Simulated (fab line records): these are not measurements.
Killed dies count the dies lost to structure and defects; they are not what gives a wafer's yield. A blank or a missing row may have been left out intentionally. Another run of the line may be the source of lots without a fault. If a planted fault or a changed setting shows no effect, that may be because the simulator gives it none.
A single fault, viewed from 2 desks	flow n5-finfet	what lay behind the numbers comes last; until then each desk has only its own

## METROLOGY DESK
What the gauges read, lot by lot, whatever tool the lot ran on: means of the sampled wafers that have a number. A lot is out of limits, marked OUT, if its mean lies more than 4 standard deviations from the usual mean; the brackets give that distance. Of its 12 readings 7 are shown: the one that was out of limits first, and those that lie furthest out on some lot.
Columns: A = DIBL_P at N5_BEOL_M4_RC_MEAS_101, usual 36.6 mV/V; B = IOFF_N at N5_BEOL_M4_RC_MEAS_101, usual 0.17 nA/um; C = IOFF_P at N5_BEOL_M4_RC_MEAS_101, usual 0.21 nA/um; D = ION_N at N5_BEOL_M4_RC_MEAS_101, usual 674 uA/um; E = VT_N at N5_BEOL_M4_RC_MEAS_101, usual 250 mV; F = cd-nm at N5_BEOL_M14_CD_MEAS_28, usual 285.2 nm; G = M14_THK at N5_BEOL_M14_THK_MEAS_50, usual 560 nm
lot	first seen here	A	B	C	D	E	F	G
L940	day 10 06:04	37.7	0.24	0.29	696	244	283.6	572
L938	day 10 08:25	35.8	0.15	0.20	678	252	287.4	560
L939	day 10 11:35	40.3	0.19	0.24	686	247	284.6	571
L944	day 11 10:42	34.9	0.14	0.18	657	251	286.1	549
L942	day 11 21:37	37.4	0.17	0.21	675	251	283.4	546
L946	day 12 06:16	36.2	0.14	0.20	668	253	283.1	558
L950	day 12 13:56	36.1	0.14	0.19	670	253	285.6	574
L949	day 13 00:13	38.0	0.19	0.24	692	245	286.3	546
L953	day 13 11:56	35.0	0.16	0.23	675	248	283.8	564
L952	day 14 08:44	36.2	0.16	0.21	656	251	286.5	949 (+22) OUT
L958	day 15 03:38	36.6	0.17	0.22	691	249	285.5	1003 (+25) OUT
This desk's result: L952, L958 out of limits, first on L952 (M14_THK at N5_BEOL_M14_THK_MEAS_50), day 19 16:28. L940, L938, L939, L944, L942, L946, L950, L949, L953: within limits.

## AT THE TOOL OWNER'S DESK: cmp-01
The tool's own readings at N5_BEOL_M14_CMP_49 (polishes, stops on SiO2, t overpolish 5.2 s, target thk 560 nm): means of the sampled wafers that have a number, for each lot that ran on this tool. A lot is out of limits, marked OUT, if its mean lies more than 4 standard deviations from the usual mean; the brackets give that distance.
Columns: A = barrier-field-endpoint-s at N5_BEOL_M14_CMP_49, usual 11.3 s; B = motor-current-A at N5_BEOL_M14_CMP_49, usual 8.2 A; C = overpolish-run-s at N5_BEOL_M14_CMP_49, usual 5.200 s; D = time-to-endpoint-s at N5_BEOL_M14_CMP_49, usual 121 s
lot	first seen here	A	B	C	D
L938	day 14 02:17	11.3	7.6	5.201	121
L939	day 14 03:22	11.3	8.7	5.192	118
L942	day 15 03:13	11.1	8.7	5.193	119
L946	day 15 16:43	11.0	7.3	5.209	114
L950	day 16 09:31	10.9	7.9	5.198	114
L949	day 16 13:38	11.0	8.2	5.191	118
L953	day 17 01:50	11.6	7.7	5.196	128
L952	day 19 16:11	22.8 (+35) OUT	6.8	3.269 (-99 or more) OUT	157 (+6.3) OUT
L958	day 19 23:19	22.1 (+33) OUT	7.0	3.879 (-99 or more) OUT	159 (+6.7) OUT
This desk finds L952, L958 out of limits, L952 being first, at day 19 16:11 (barrier-field-endpoint-s at N5_BEOL_M14_CMP_49). L938, L939, L942, L946, L950, L949, L953: within limits.

## BROUGHT TOGETHER
On L952, L958, at day 19 16:11, an alarm was possible from the tool owner's desk.
An alarm was possible from the metrology desk at day 19 16:28, on L952, L958.
The lots listed all ran N5_BEOL_M14_CMP_49 on cmp-01.

## WHAT THE SIMULATOR HAD PUT IN
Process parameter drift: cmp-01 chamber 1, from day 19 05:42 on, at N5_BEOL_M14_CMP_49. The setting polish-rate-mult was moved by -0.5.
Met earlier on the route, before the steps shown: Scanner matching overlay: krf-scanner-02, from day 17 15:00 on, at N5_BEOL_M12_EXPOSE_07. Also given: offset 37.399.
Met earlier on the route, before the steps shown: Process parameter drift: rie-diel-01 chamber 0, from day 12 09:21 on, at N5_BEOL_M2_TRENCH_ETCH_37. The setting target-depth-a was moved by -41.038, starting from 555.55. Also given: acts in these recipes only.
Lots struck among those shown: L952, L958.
Time in hours from fault onset to the first out-of-limits reading at each desk: tool owner's desk 10, metrology desk 11.
